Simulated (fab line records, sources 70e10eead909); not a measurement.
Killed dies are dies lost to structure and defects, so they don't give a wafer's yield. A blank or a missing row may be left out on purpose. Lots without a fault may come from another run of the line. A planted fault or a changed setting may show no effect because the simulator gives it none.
fab line records | flow nand_harc
record lots=13 wafers=37 last_day=24
route steps=1159 shown A_CONTACT@909 END@1159
lots that met no fault: from a run of the same line without faults
start_h: hours from the record's first day to the start of the lot's first wafer shown | wait_h: hours since the lot's step before | " the same as in the row above | L1.1+2: a row that stands for several wafers | - no value, or no start given | * or withheld: withheld | < > ~ a bound
route shown NAME@n: a module of which the file shows steps, and the number in the route of the first | usual: mean/standard deviation of fault-free wafers | same: alike in all rows | chamber/n: place in a boat | sites: the reading at each site | _std_site: their standard deviation | _edge_site: outer sites' mean less inner sites' | radius_mm: how far each site lies from the wafer's centre | mask NAME#n: copy n | behind: the tool/chamber that last shaped the wafer | hold: why the lot was held/for how many hours/how that ended | device: the transistor (n, p or np) that didn't switch | end of line: the same wafers' tests at the end of the route | a step without rows: its recipe alone | killed: dies lost to structure and defects at the first sort, not the wafer's yield | map: a wafer's dies, x killed, . not, _ none there
set.NAME: the setting as run; set.NAME@STEP: as run at that earlier step | model.NAME: the simulator's own value behind a step, which no gauge read
steps of the route over a sample of lots; a table a step, a row a wafer
services: from which hour (start_h, from the record's first day; less than 0 if before it) a tool's chamber was out of use, for how many hours, and why
## steps
# step NHARC_A_CONTACT_ETCH_129
# recipe source_w=withheld pressure_mtorr=20 bias_v=1200 time_s=155 target_depth_a=9560 ar_flow_sccm=withheld c4f8_flow_sccm=withheld o2_flow_sccm=withheld chemistry=C4F8/O2/Ar
# columns lot.wafer tool chamber start_h wait_h rf_hours_counter_h
L631.1 har_cap_etch-03 0 373.04 0.1 83
L631.3 " 1 " " -
L631.4 " 0 " " -
L630.1 har_cap_etch-02 1 375.97 0.1 11
L630.5 " 0 " " -
L630.6 " 1 " " -
L632.2 har_cap_etch-01 1 378.74 0.1 58
L632.4 " 0 " " -
L632.5 " 0 " " -
L634.4 har_cap_etch-03 0 403.40 0.1 -
L634.3 " 1 " " -
L634.6 " 1 " " -
L638.1 har_cap_etch-03 0 427.37 0.1 91
L638.3 " 0 " " -
L637.4 har_cap_etch-01 0 429.05 0.1 -
L637.3 " 1 " " -
L637.5 " 1 " " -
L641.3 har_cap_etch-02 1 447.78 0.1 -
L641.6 " 0 " " -
L641.5 " 1 " " -
L642.1 har_cap_etch-03 0 448.46 0.1 96
L642.3 " 1 " " -
L645.1 har_cap_etch-01 1 472.32 0.1 71
L645.4 " 1 " " -
L645.5 " 1 " " -
L647.2 har_cap_etch-02 1 473.18 0.1 27
L647.4 " 1 " " -
L647.6 " 0 " " -
L644.1 har_cap_etch-03 0 482.98 0.1 101
L644.4 " 0 " " -
L644.3 " 1 " " -
L650.4 har_cap_etch-01 1 502.13 0.1 -
L650.6 " 1 " " -
L650.5 " 0 " " -
L651.2 har_cap_etch-03 0 506.25 0.1 106
L651.3 " 1 " " -
L651.6 " 1 " " -
# step NHARC_A_CONTACT_ETCH_133
# recipe source_w=withheld pressure_mtorr=20 bias_v=400 time_s=195 target_depth_a=8400 ar_flow_sccm=withheld c4f8_flow_sccm=11.5 o2_flow_sccm=7.2 chemistry=C4F8/O2/Ar
# columns lot.wafer tool chamber start_h wait_h rf_hours_counter_h
L631.1 har_cap_etch-03 0 373.62 0.1 83
L631.3 " 1 " " -
L631.4 " 0 " " -
L630.1 har_cap_etch-02 1 376.56 0.1 12
L630.5 " 0 " " -
L630.6 " 1 " " -
L632.2 har_cap_etch-01 1 379.31 0.1 58
L632.4 " 0 " " -
L632.5 " 0 " " -
L634.4 har_cap_etch-03 0 404.01 0.2 -
L634.3 " 1 " " -
L634.6 " 1 " " -
L638.1 har_cap_etch-03 0 427.96 0.1 92
L638.3 " 0 " " -
L637.4 har_cap_etch-01 0 429.67 0.2 -
L637.3 " 1 " " -
L637.5 " 1 " " -
L641.3 har_cap_etch-02 1 448.41 0.2 -
L641.6 " 0 " " -
L641.5 " 1 " " -
L642.1 har_cap_etch-03 0 449.05 0.1 96
L642.3 " 1 " " -
L645.1 har_cap_etch-01 1 472.89 0.1 71
L645.4 " 1 " " -
L645.5 " 1 " " -
L647.2 har_cap_etch-02 1 473.77 0.1 28
L647.4 " 1 " " -
L647.6 " 0 " " -
L644.1 har_cap_etch-03 0 483.55 0.1 102
L644.4 " 0 " " -
L644.3 " 1 " " -
L650.4 har_cap_etch-01 1 502.74 0.2 -
L650.6 " 1 " " -
L650.5 " 0 " " -
L651.2 har_cap_etch-03 0 506.84 0.1 107
L651.3 " 1 " " -
L651.6 " 1 " " -
# step NHARC_A_CONTACT_ALD_18
# recipe target_thk_a=30 pulse_time_s=1 ald_cycles=150 temp_c=450 material=TiN
# usual heater_power_w=1047/110 precursor_pulse_height_rel=1.003/0.02
# columns lot.wafer tool chamber start_h wait_h heater_power_w precursor_pulse_height_rel
L631.3 ald_metal-03 1 382.47 - 943 1.011
L631.1 " 2 " " 940 1.004
L631.4 " 3 " " 1017 1.006
L630.1 ald_metal-02 2 384.48 - 1192 1.006
L630.6 " 3 " " 977 1.013
L630.5 " 0 " " 915 1.013
L632.4 ald_metal-03 0 388.14 - 1040 0.985
L632.2 " 2 " " 941 0.995
L632.5 " 1 " " 937 0.985
L634.3 ald_metal-01 0 411.28 - 1045 0.976
L634.4 " 1 " " 1037 0.992
L634.6 " 3 " " 1025 1.016
L638.1 ald_metal-03 3 436.97 - 1013 0.965
L638.3 " 0 " " 1064 1.033
L637.3 ald_metal-02 1 438.64 - 1325 1.019
L637.4 " 2 " " 1246 0.996
L637.5 " 1 " " 1360 1.040
L641.3 ald_metal-01 0 455.78 - 1036 1.020
L641.5 " 3 " " 1013 0.994
L641.6 " 0 " " 1017 0.997
L642.1 ald_metal-01 2 456.89 - 1082 0.999
L642.3 " 1 " " 1063 1.000
L645.1 ald_metal-01 1 481.03 - 999 1.016
L645.4 " 1 " " 993 1.002
L645.5 " 3 " " 1012 1.047
L647.2 ald_metal-01 3 483.43 - 1020 0.954
L647.4 " 3 " " 1002 0.987
L647.6 " 0 " " 1062 0.994
L644.4 ald_metal-01 0 493.71 - 1059 0.979
L644.3 " 2 " " 1178 0.982
L644.1 " 3 " " 1002 1.014
L650.4 ald_metal-01 0 511.90 - 1055 0.977
L650.6 " 0 " " 1044 1.025
L650.5 " 1 " " 997 1.010
L651.3 ald_metal-02 3 516.18 - 1021 0.990
L651.2 " 1 " " 1350 1.007
L651.6 " 3 " " 1006 0.992
# step NHARC_A_CONTACT_CMP_20
# recipe t_overpolish_s=30 target_thk_nm=300
# usual motor_current_A=12.3/1 overpolish_run_s=30.000/0.0089 time_to_endpoint_s=59/3.2
# same t_overpolish_s=30
# columns lot.wafer tool chamber start_h wait_h motor_current_A overpolish_run_s time_to_endpoint_s
L631.3 cmp-04 0 390.07 0.5 12.7 30.002 57
L631.1 " 1 " " 13.2 29.991 53
L631.4 " 2 " " 11.9 30.013 57
L630.1 cmp-01 0 391.58 0.7 11.1 29.993 57
L630.5 " 2 " " 9.7 29.995 57
L630.6 " 3 " " 13.1 30.010 63
L632.2 cmp-04 3 392.30 0.8 12.7 29.995 56
L632.4 " 1 " " 12.8 29.992 54
L632.5 " 3 " " 13.0 30.019 55
L634.3 cmp-01 1 413.97 0.4 13.3 29.978 59
L634.4 " 0 " " 11.2 30.004 52
L634.6 " 2 " " 9.9 29.984 59
L638.3 cmp-04 1 441.02 0.5 13.3 0.044 118
L638.1 " 0 " " 12.7 0.048 117
L637.3 cmp-03 1 442.18 0.4 12.5 30.001 62
L637.4 " 3 " " 13.4 29.993 60
L637.5 " 1 " " 12.2 30.011 63
L641.3 cmp-04 0 459.36 0.6 13.0 0.041 118
L641.6 " 1 " " 12.0 30.005 59
L641.5 " 2 " " 12.8 30.004 60
L642.1 cmp-04 2 462.94 0.7 11.4 0.030 117
L642.3 " 3 " " 12.8 0.035 118
L645.1 cmp-03 3 483.59 0.8 12.8 29.987 62
L645.4 " 1 " " 12.4 29.992 65
L645.5 " 2 " " 12.3 30.004 61
L647.4 cmp-01 3 496.53 0.5 12.9 29.990 63
L647.2 " 1 " " 13.1 29.988 61
L647.6 " 2 " " 9.8 29.991 64
L644.4 cmp-03 1 497.82 0.5 12.9 30.000 59
L644.3 " 3 " " 12.8 30.004 58
L644.1 " 0 " " 12.3 30.012 59
L650.4 cmp-03 0 513.06 0.4 12.2 30.014 59
L650.6 " 2 " " 12.5 30.014 57
L650.5 " 3 " " 13.7 30.000 59
L651.2 cmp-04 3 518.99 0.8 12.7 30.014 64
L651.3 " 0 " " 12.4 29.988 64
L651.6 " 0 " " 12.8 30.006 61
# step NHARC_A_CONTACT_INSPECT_23
# usual raw_defect_count=404/100
# columns lot.wafer tool chamber start_h wait_h raw_defect_count
L631.1 defect_inspect-01 - 390.44 0.1 334
L631.3 " - " " 466
L631.4 " - " " 377
L630.1 defect_inspect-01 - 391.93 0.1 356
L630.5 " - " " 541
L630.6 " - " " 369
L632.2 defect_inspect-02 - 392.68 0.1 576
L632.4 " - " " 360
L632.5 " - " " 323
L634.3 defect_inspect-02 - 414.37 0.1 436
L634.4 " - " " 360
L634.6 " - " " 353
L638.1 defect_inspect-02 - 441.42 0.1 2594
L638.3 " - " " 2418
L637.3 defect_inspect-02 - 442.58 0.1 306
L637.4 " - " " 360
L637.5 " - " " 363
L641.3 defect_inspect-01 - 459.69 0.1 2210
L641.5 " - " " 450
L641.6 " - " " 461
L642.1 defect_inspect-02 - 463.29 0.1 2125
L642.3 " - " " 2406
L645.1 defect_inspect-01 - 483.97 0.1 734
L645.4 " - " " 315
L645.5 " - " " 436
L647.2 defect_inspect-01 - 496.91 0.1 295
L647.4 " - " " 252
L647.6 " - " " 364
L644.1 defect_inspect-02 - 498.22 0.1 310
L644.3 " - " " 316
L644.4 " - " " 469
L650.4 defect_inspect-01 - 513.42 0.1 382
L650.5 " - " " 519
L650.6 " - " " 390
L651.2 defect_inspect-02 - 519.39 0.1 473
L651.3 " - " " 290
L651.6 " - " " 465
# step NHARC_END_SORT_01
# recipe temp_c=25
# usual killed_at_array=31/11 killed_at_other=0.5/0.78 killed_at_periphery=3.0/2 killed_dies=34/12 killed_open=3.2/2 killed_short=1.9/1.6
# same gross_dies=677
# columns lot.wafer tool chamber start_h wait_h killed_at_array killed_at_other killed_at_periphery killed_dies killed_open killed_short
L638.1 prober-02 0 497.09 2.5 674 1 2 677 0 2
L638.3 prober-02 0 498.69 3.1 676 1 0 677 2 1
L642.1 prober-01 0 510.01 2.5 571 0 4 575 3 3
L642.3 prober-01 0 511.60 3.1 673 1 3 677 3 7
L641.3 prober-02 0 511.67 3.1 499 0 2 501 3 0
L641.5 prober-02 0 513.27 3.7 47 0 3 50 4 6
L641.6 prober-02 0 514.07 4.0 48 0 1 49 3 0
# killed by level:class
L638.1 A_CONTACT:area_cmp=631 A_CHANNEL_HOLE_D1:chamber_film_flake=20 A_SLIT:chamber_film_flake=12 A_STAIRCASE:chamber_film_flake=7 A_WL_FILL:geometric_particle:short=2 A_CONTACT:chamber_film_flake=2 P_ZERO_WELL:chamber_film_flake=1 P_GATE:chamber_film_flake=1
L638.3 A_CONTACT:area_cmp=638 A_SLIT:chamber_film_flake=15 A_CHANNEL_HOLE_D1:chamber_film_flake=12 A_STAIRCASE:chamber_film_flake=7 A_WL_FILL:geometric_particle:short=1 A_CONTACT:geometric_particle:open=1 A_BLC:geometric_particle:open=1 A_CONTACT:chamber_film_flake=1
L642.1 A_CONTACT:area_cmp=558 A_CHANNEL_HOLE_D1:chamber_film_flake=4 A_CHANNEL_FILL_D1:geometric_particle:short=2 P_M1:chamber_film_flake=2 A_STAIRCASE:chamber_film_flake=2 A_CONTACT:chamber_film_flake=2 P_M1:geometric_particle:open=1 A_ONON_D1:geometric_particle:short=1
L642.3 A_CONTACT:area_cmp=653 A_CONTACT:chamber_film_flake=6 P_M1:chamber_film_flake=3 A_SOURCE_PLATE:geometric_particle:short=2 A_CONTACT:geometric_particle:open=2 A_CONTACT:geometric_particle:short=2 A_STAIRCASE:chamber_film_flake=2 A_CHANNEL_HOLE_D1:geometric_particle:short=1
L641.3 A_CONTACT:area_cmp=458 A_CHANNEL_HOLE_D1:chamber_film_flake=16 A_SLIT:chamber_film_flake=15 A_STAIRCASE:chamber_film_flake=5 A_CONTACT:chamber_film_flake=2 P_M0:geometric_particle:open=1 A_BLC:geometric_particle:open=1 A_M0:geometric_particle:open=1
L641.5 A_SLIT:chamber_film_flake=13 A_CHANNEL_HOLE_D1:chamber_film_flake=11 A_STAIRCASE:chamber_film_flake=11 P_M0:geometric_particle:open=2 A_CHANNEL_FILL_D1:geometric_particle:open=2 A_M0:geometric_particle:short=2 A_ZERO_WELL:chamber_film_flake=2 A_CONTACT:chamber_film_flake=2
L641.6 A_CHANNEL_HOLE_D1:chamber_film_flake=16 A_SLIT:chamber_film_flake=14 A_STAIRCASE:chamber_film_flake=12 A_CONTACT:chamber_film_flake=3 P_CONTACT:geometric_particle:open=1 A_CHANNEL_FILL_D1:geometric_particle:open=1 A_CONTACT:geometric_particle:open=1 A_CHANNEL_FILL_D1:chamber_film_flake=1
## services
# columns tool chamber start_h hours kind
cmp-03 - 351.42 2.3 repair
ald_metal-02 - 364.00 10.0 pm
ald_metal-03 - 372.95 2.2 repair
cmp-03 - 374.10 4.0 repair
cmp-01 - 375.52 4.0 pm
cmp-03 - 382.34 0.8 repair
cmp-03 - 387.47 4.0 repair
cmp-04 - 400.15 4.0 pm
ald_metal-03 0 404.67 18.3 repair
cmp-03 - 405.59 4.0 pm
ald_metal-01 - 434.64 0.7 repair
cmp-01 - 437.60 5.6 repair
cmp-03 - 443.60 0.5 repair
ald_metal-03 - 450.49 1.7 repair
ald_metal-01 2 457.55 30.6 repair
ald_metal-01 - 458.00 10.0 pm
cmp-03 - 465.08 2.7 repair
ald_metal-03 3 469.91 4.4 repair
cmp-01 - 473.52 4.0 pm
cmp-04 - 478.00 1.6 repair
cmp-01 - 481.02 2.6 repair
cmp-04 - 498.15 4.0 pm
ald_metal-03 - 500.06 10.0 pm
cmp-03 - 503.59 4.0 pm
## key
first_sign step=NHARC_A_CONTACT_CMP_20 reading=overpolish_run_s direction=down sigmas=99+ usual=30.000 struck=0.039
effect step=NHARC_A_CONTACT_CMP_20 reading=time_to_endpoint_s direction=up sigmas=18 usual=* struck=*
effect step=NHARC_A_CONTACT_INSPECT_23 reading=raw_defect_count direction=up sigmas=19 usual=404 struck=2351
effect step=NHARC_END_SORT_01 reading=killed_at_array direction=up sigmas=53 usual=31 struck=619
more_kills_born_at NHARC_A_CONTACT_CMP_20@cmp-04=2938
met_at NHARC_A_CONTACT_CMP_20
struck_lots L638,L641,L642
struck_wafers L638.1,L638.3,L641.3,L642.1,L642.3
later_rows_left_out L638.1,L638.3,L641.3,L642.1,L642.3
tester_left_out L638,L641,L642
not_acting_at NHARC_A_CONTACT_ETCH_129,NHARC_A_CONTACT_ETCH_133,NHARC_A_CONTACT_ALD_18
onset_between 392.30 441.02
fault kind=process_parameter_drift tool=cmp-04 chamber=- onset_h=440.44 steps=NHARC_A_CONTACT_CMP_20 channel=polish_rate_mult offset=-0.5 shape=step end_h=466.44 scope=struck_wafers_only
# tester_left_out: of these lots the tester's yield and bins aren't shown, on N5 and GAA mostly nor the transistor test; their killed dies are dies lost to structure and defects alone, not to doping, threshold or leakage, so they don't give the yield
# later_rows_left_out: the simulator's readings of these wafers behind a module that went badly wrong aren't trusted and aren't shown, but for the sort
